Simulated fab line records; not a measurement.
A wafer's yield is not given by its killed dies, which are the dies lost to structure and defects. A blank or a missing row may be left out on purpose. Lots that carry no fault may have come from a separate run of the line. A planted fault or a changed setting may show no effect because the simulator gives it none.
fab line records ; flow n5-finfet
record: lots: 10; wafers: 29; last-day: 18
route steps=1938 shown MIM_TOP@1837 MIM_TOP_LITHO@1850 MIM_BOT_LITHO@1859 MIM_BOT_ETCH@1868
lots that met no fault: from a run of the same line without faults
start-h: the number of hours between the record's first day and the start of the first shown wafer of the lot ; wait-h: hours elapsed since this lot's preceding step ; " same as the row above ; L1.1+2: a single row standing in for several wafers ; - no value, or no start was given ; * or withheld: withheld ; < > ~ a bound
route shown NAME@n: names a module that has steps shown in the file, with the first one's number in the route ; usual: mean/standard deviation of fault-free wafers ; same: alike in all rows ; chamber/n: place in a boat ; sites: each site's reading ; _std_site: the values' standard deviation ; _edge_site: the outer-site mean with the inner-site mean subtracted ; radius-mm: how far each site lies from the wafer's centre ; mask NAME#n: copy n ; behind: the last tool/chamber to shape the wafer ; hold: why the lot went on hold/how many hours it stayed there/how the hold came to an end ; device: whichever transistor did not switch (one of n, p or np) ; end of line: at the end of the route, the tests of the same wafers ; step lacking rows: just its recipe ; killed: dies that structure and defects cost at the first sort, which is not the same as the wafer's yield ; map: the dies of a wafer, with x for killed, . for not killed, _ for no die there
set.NAME: the setting the step ran with; set.NAME@STEP: the setting that earlier step ran with ; model.NAME: the simulator's own value behind a step, which no gauge read
route steps across a sampled set of lots; one table per step, one row per wafer
services: from which hour (start-h, from the record's first day; less than 0 if before it) a tool's chamber was out of use, for how many hours, and why
== steps ==
step: N5_MIM_TOP_DEGAS_04
recipe: ambient: vacuum; temp-c: 300; time-s: 60
usual: heater-power-w: 479/42
lot.wafer;tool;chamber;start-h;wait-h;heater-power-w
L242.2;pvd-sputter-03;-;255.55;-;510
L242.4;pvd-sputter-03;-;255.55;-;462
L242.6;pvd-sputter-03;-;255.55;-;451
L243.1;pvd-sputter-01;-;280.28;-;445
L243.4;pvd-sputter-01;-;280.28;-;491
L243.6;pvd-sputter-01;-;280.28;-;504
L246.1;pvd-sputter-02;-;295.43;-;553
L246.3;pvd-sputter-02;-;295.43;-;507
L246.4;pvd-sputter-02;-;295.43;-;416
L247.1;pvd-sputter-03;-;315.54;-;520
L247.4;pvd-sputter-03;-;315.54;-;473
L254.1;pvd-sputter-02;-;347.23;-;486
L254.3;pvd-sputter-02;-;347.23;-;553
L254.5;pvd-sputter-02;-;347.23;-;511
L256.2;pvd-sputter-02;-;347.69;-;479
L256.4;pvd-sputter-02;-;347.69;-;415
L256.5;pvd-sputter-02;-;347.69;-;538
L258.1;pvd-sputter-02;-;378.97;-;413
L258.3;pvd-sputter-02;-;378.97;-;487
L258.5;pvd-sputter-02;-;378.97;-;554
L261.2;pvd-sputter-03;-;386.01;-;460
L261.3;pvd-sputter-03;-;386.01;-;514
L261.5;pvd-sputter-03;-;386.01;-;455
L263.1;pvd-sputter-03;-;414.47;-;454
L263.4;pvd-sputter-03;-;414.47;-;455
L263.5;pvd-sputter-03;-;414.47;-;447
L265.2;pvd-sputter-03;-;425.69;-;450
L265.3;pvd-sputter-03;-;425.69;-;486
L265.5;pvd-sputter-03;-;425.69;-;458
step: N5_MIM_TOP_LITHO_DESCUM_10
recipe: chemistry: O2; time-s: 7.9; source-power-w: 50; bias-power-w: 20; pressure-mtorr: 20; rf-frequency-hz: 2.712e+07; temp-c: 40; o2-flow-sccm: 225
usual: drypump-motor-current-A: 5.6/0.56; o2-flow-sccm: 225.1/0.64; oes-product-au: 0.82/0.083; rf-vpp-V: 243.3/1.5; showerhead-plenum-p-Torr: 2.09/0.077; temp-c: 40.00/0.11; throttle-valve-pct: 20.34/0.25
lot.wafer;tool;chamber;start-h;wait-h;drypump-motor-current-A;o2-flow-sccm;oes-product-au;rf-hours-counter-h;rf-vpp-V;showerhead-plenum-p-Torr;temp-c;throttle-valve-pct
L242.2;rie-diel-01;3;256.07;0.0;5.2;225.0;0.93;19;244.0;2.04;40.00;20.16
L242.4;rie-diel-01;2;256.07;0.0;6.4;225.7;0.82;96;242.7;2.11;39.97;20.01
L242.6;rie-diel-01;0;256.07;0.0;4.9;224.3;0.78;-;241.8;2.02;40.03;20.67
L243.1;rie-diel-06;1;280.80;0.0;4.9;225.2;0.74;197;240.8;2.00;39.92;20.90
L243.4;rie-diel-06;0;280.80;0.0;5.6;225.5;0.75;196;243.7;2.08;40.17;20.45
L243.6;rie-diel-06;3;280.80;0.0;5.5;226.0;0.94;-;246.4;2.22;39.97;20.36
L246.1;rie-diel-05;3;296.29;0.2;6.1;225.3;0.68;245;243.2;2.13;39.99;20.72
L246.3;rie-diel-05;0;296.29;0.2;6.1;224.9;0.84;77;242.3;2.04;40.01;20.18
L246.4;rie-diel-05;1;296.29;0.2;5.8;225.5;0.94;18;242.7;2.05;40.02;20.16
L247.1;rie-diel-05;1;316.23;0.2;5.7;226.0;0.92;25;242.8;2.05;40.08;20.17
L247.4;rie-diel-05;0;316.23;0.2;6.1;225.0;0.83;-;242.5;2.04;39.84;20.20
L254.1;rie-diel-01;0;347.97;0.1;4.9;225.7;0.74;167;243.7;2.01;40.08;20.70
L254.3;rie-diel-01;1;347.97;0.1;5.1;224.4;0.69;218;242.2;2.05;39.90;20.36
L254.5;rie-diel-01;0;347.97;0.1;4.9;224.5;0.76;-;242.4;2.01;39.89;20.69
L256.2;rie-diel-05;2;348.21;0.0;5.5;225.4;0.87;49;244.9;2.13;40.15;20.09
L256.4;rie-diel-05;1;348.21;0.0;5.7;224.6;0.90;39;242.6;2.04;39.81;20.19
L256.5;rie-diel-05;0;348.21;0.0;6.1;225.0;0.81;-;242.2;2.03;39.98;20.22
L258.1;rie-diel-06;2;379.52;0.1;6.6;225.6;0.89;60;244.6;2.21;39.95;20.16
L258.3;rie-diel-06;0;379.52;0.1;5.6;224.4;0.72;227;243.1;2.07;39.91;20.49
L258.5;rie-diel-06;3;379.52;0.1;5.5;224.2;0.85;-;245.0;2.21;39.88;20.40
L261.2;rie-diel-06;2;386.53;0.0;6.6;225.6;0.88;62;245.9;2.21;39.93;20.16
L261.3;rie-diel-06;3;386.53;0.0;5.5;225.5;0.86;40;245.2;2.21;40.00;20.40
L261.5;rie-diel-06;1;386.53;0.0;4.9;224.6;0.70;-;241.6;1.99;40.10;20.94
L263.1;rie-diel-01;2;415.88;0.8;6.4;225.2;0.76;152;243.1;2.09;40.02;20.09
L263.4;rie-diel-01;0;415.88;0.8;4.9;225.7;0.74;189;242.9;2.01;40.08;20.73
L263.5;rie-diel-01;3;415.88;0.8;5.2;224.5;0.84;-;241.2;2.02;40.02;20.23
L265.2;rie-diel-06;3;426.44;0.3;5.5;224.9;0.84;52;243.4;2.20;39.77;20.43
L265.3;rie-diel-06;2;426.44;0.3;6.6;223.7;0.87;75;246.0;2.20;39.85;20.20
L265.5;rie-diel-06;3;426.44;0.3;5.5;225.3;0.83;-;244.5;2.20;39.91;20.41
step: N5_MIM_BOT_LITHO_PEB_06
recipe: peb-temp-c: withheld; peb-time-s: *
usual: chill-plate-temp-C: *
lot.wafer;tool;chamber;start-h;wait-h;chill-plate-temp-C
L242.2;litho-track-02;0;256.62;0.0;*
L242.4;litho-track-02;0;256.62;0.0;*
L242.6;litho-track-02;0;256.62;0.0;*
L243.1;litho-track-02;0;281.60;0.1;*
L243.4;litho-track-02;0;281.60;0.1;*
L243.6;litho-track-02;0;281.60;0.1;*
L246.1;litho-track-05;0;297.04;0.1;*
L246.3;litho-track-05;0;297.04;0.1;*
L246.4;litho-track-05;0;297.04;0.1;*
L247.1;litho-track-02;0;317.05;0.1;*
L247.4;litho-track-02;0;317.05;0.1;*
L254.1;litho-track-01;0;348.50;0.1;*
L254.3;litho-track-01;0;348.50;0.1;*
L254.5;litho-track-01;0;348.50;0.1;*
L256.2;litho-track-01;0;348.74;0.0;*
L256.4;litho-track-01;0;348.74;0.0;*
L256.5;litho-track-01;0;348.74;0.0;*
L258.1;litho-track-01;0;380.17;0.1;*
L258.3;litho-track-01;0;380.17;0.1;*
L258.5;litho-track-01;0;380.17;0.1;*
L261.2;litho-track-05;0;387.18;0.0;*
L261.3;litho-track-05;0;387.18;0.0;*
L261.5;litho-track-05;0;387.18;0.0;*
L263.1;litho-track-02;0;416.45;0.1;*
L263.4;litho-track-02;0;416.45;0.1;*
L263.5;litho-track-02;0;416.45;0.1;*
L265.2;litho-track-05;0;426.97;0.0;*
L265.3;litho-track-05;0;426.97;0.0;*
L265.5;litho-track-05;0;426.97;0.0;*
step: N5_MIM_BOT_LITHO_CD_MEAS_08
recipe: target-cd-nm: 3000; landing-energy-ev: 500; detector: se-inlens; polarity: opening
usual: cd-nm: 3000.6/1.6
lot.wafer;tool;chamber;start-h;wait-h;cd-nm
L242.2;cd-sem-03;0;256.74;-;3000.5
L242.4;cd-sem-03;0;256.74;-;2998.0
L242.6;cd-sem-03;0;256.74;-;2999.5
L243.1;cd-sem-02;0;281.72;-;2999.0
L243.4;cd-sem-02;0;281.72;-;2998.9
L243.6;cd-sem-02;0;281.72;-;3000.5
L246.1;cd-sem-02;0;297.16;-;2999.8
L246.3;cd-sem-02;0;297.16;-;3000.3
L246.4;cd-sem-02;0;297.16;-;2997.8
L247.1;cd-sem-03;0;317.17;-;2999.5
L247.4;cd-sem-03;0;317.17;-;3008.4
L254.1;cd-sem-02;0;348.62;-;2997.7
L254.3;cd-sem-02;0;348.62;-;3002.3
L254.5;cd-sem-02;0;348.62;-;2999.9
L256.2;cd-sem-01;0;348.86;-;2998.5
L256.4;cd-sem-01;0;348.86;-;3002.8
L256.5;cd-sem-01;0;348.86;-;3002.3
L258.1;cd-sem-01;0;380.30;-;3000.1
L258.3;cd-sem-01;0;380.30;-;2999.3
L258.5;cd-sem-01;0;380.30;-;3002.5
L261.2;cd-sem-02;0;387.30;-;3000.8
L261.3;cd-sem-02;0;387.30;-;3003.8
L261.5;cd-sem-02;0;387.30;-;2998.9
L263.1;cd-sem-01;0;416.57;-;3003.1
L263.4;cd-sem-01;0;416.57;-;3000.0
L263.5;cd-sem-01;0;416.57;-;2999.8
L265.2;cd-sem-02;0;427.09;-;3003.5
L265.3;cd-sem-02;0;427.09;-;3002.4
L265.5;cd-sem-02;0;427.09;-;3002.9
step: N5_MIM_BOT_ETCH_ETCH_00
recipe: chemistry: Cl2/BCl3; target: TiN; target-depth-a: 455; ion-energy-ev: 150; pressure-mtorr: 10; icp-w: 1000; bias-w: 126; Cl2_flow_sccm: 53.25; bcl3-flow-sccm: 21.75; Ar_flow_sccm: 25
usual: drypump-motor-current-A: 6.0/0.36; mfc-cl2-sccm: 53.26/0.16; oes-product-au: 0.80/0.066; throttle-valve-pct: 21.84/0.22
lot.wafer;tool;chamber;start-h;wait-h;drypump-motor-current-A;mfc-cl2-sccm;oes-product-au;rf-hours-counter-h;throttle-valve-pct
L242.2;rie-metal-02;1;257.08;0.1;6.2;53.24;0.86;13;22.16
L242.4;rie-metal-02;1;257.08;0.1;6.2;53.43;0.87;-;22.14
L242.6;rie-metal-02;0;257.08;0.1;6.1;53.11;0.84;-;21.94
L243.1;rie-metal-03;0;282.14;0.1;6.3;53.29;0.78;46;21.89
L243.4;rie-metal-03;0;282.14;0.1;6.3;53.04;0.78;-;21.90
L243.6;rie-metal-03;0;282.14;0.1;6.3;53.18;0.78;-;21.89
L246.1;rie-metal-02;0;297.50;0.1;6.1;53.34;0.83;20;21.94
L246.3;rie-metal-02;0;297.50;0.1;6.1;53.32;0.82;-;21.94
L246.4;rie-metal-02;1;297.50;0.1;6.2;53.05;0.86;-;22.14
L247.1;rie-metal-02;0;317.50;0.1;6.1;53.08;0.82;22;21.95
L247.4;rie-metal-02;1;317.50;0.1;6.2;53.23;0.85;-;22.15
L254.1;rie-metal-03;1;349.09;0.1;6.1;53.48;0.92;4;21.61
L254.3;rie-metal-03;1;349.09;0.1;6.1;53.34;0.93;-;21.60
L254.5;rie-metal-03;0;349.09;0.1;6.3;53.52;0.76;-;21.91
L256.2;rie-metal-01;1;349.26;0.1;6.1;53.21;0.75;49;22.10
L256.4;rie-metal-01;0;349.26;0.1;5.3;53.15;0.74;-;21.57
L256.5;rie-metal-01;1;349.26;0.1;6.1;53.22;0.75;-;22.07
L258.1;rie-metal-01;0;380.63;0.1;5.3;53.03;0.74;56;21.53
L258.3;rie-metal-01;0;380.63;0.1;5.3;53.23;0.74;-;21.54
L258.5;rie-metal-01;1;380.63;0.1;6.1;53.19;0.75;-;22.08
L261.2;rie-metal-01;0;387.64;0.1;5.3;53.11;0.74;57;21.55
L261.3;rie-metal-01;0;387.64;0.1;5.3;53.18;0.74;-;21.55
L261.5;rie-metal-01;1;387.64;0.1;6.1;53.24;0.75;-;22.08
L263.1;rie-metal-03;0;417.26;0.1;6.3;53.42;0.75;54;21.92
L263.4;rie-metal-03;1;417.26;0.1;6.0;53.24;0.90;-;21.62
L263.5;rie-metal-03;0;417.26;0.1;6.3;53.57;0.76;-;21.91
L265.2;rie-metal-01;1;427.42;0.1;6.1;53.10;0.74;56;22.09
L265.3;rie-metal-01;1;427.42;0.1;6.1;53.12;0.73;-;22.09
L265.5;rie-metal-01;0;427.42;0.1;5.3;53.20;0.74;-;21.55
== services ==
tool;chamber;start-h;hours;kind
rie-metal-02;-;233.82;14.6;pm
rie-diel-05;-;242.12;2.8;pm
rie-diel-05;0;249.32;13.7;repair
rie-diel-06;3;249.67;-;clean
rie-diel-06;3;249.67;-;consumable-replace:focus-ring
rie-diel-06;3;249.67;-;consumable-replace:showerhead
rie-diel-06;3;249.67;21.2;scheduled-down
rie-diel-06;3;249.67;21.2;vent-cycle
rie-diel-01;1;266.36;5.0;repair
pvd-sputter-02;-;310.46;4.5;repair
rie-diel-06;-;323.83;2.8;pm
pvd-sputter-02;-;324.98;1.7;repair
pvd-sputter-03;-;330.58;2.5;repair
pvd-sputter-03;-;333.25;7.2;repair
pvd-sputter-02;-;343.85;3.3;repair
rie-metal-02;-;346.79;0.3;repair
rie-diel-06;1;353.19;3.7;repair
rie-diel-01;0;368.40;6.1;repair
pvd-sputter-01;-;379.91;5.9;repair
pvd-sputter-02;-;392.32;6.4;repair
rie-metal-02;1;396.95;20.4;repair
pvd-sputter-01;-;398.43;1.6;repair
rie-metal-01;0;403.78;6.5;repair
rie-metal-03;-;414.11;2.8;pm
== key ==
first-sign: step: N5_MIM_BOT_LITHO_CD_MEAS_08; reading: cd-nm; direction: up; sigmas: 4.7; usual: 3000.6; struck: 3008.4
effect none on later readings
met-at N5_MIM_BOT_LITHO_PEB_06
struck-lots L247
struck-wafers L247.4
not-acting-at N5_MIM_TOP_DEGAS_04,N5_MIM_TOP_LITHO_DESCUM_10,N5_MIM_BOT_ETCH_ETCH_00
onset-between 281.60 317.05
fault: kind: process-parameter-drift; tool: litho-track-02; chamber: -; onset-h: 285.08; steps: N5_MIM_BOT_LITHO_PEB_06; channel: peb-time-s; offset: *; shape: step; end-h: 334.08; scope: struck-wafers-only; acts-in: *; stated: *
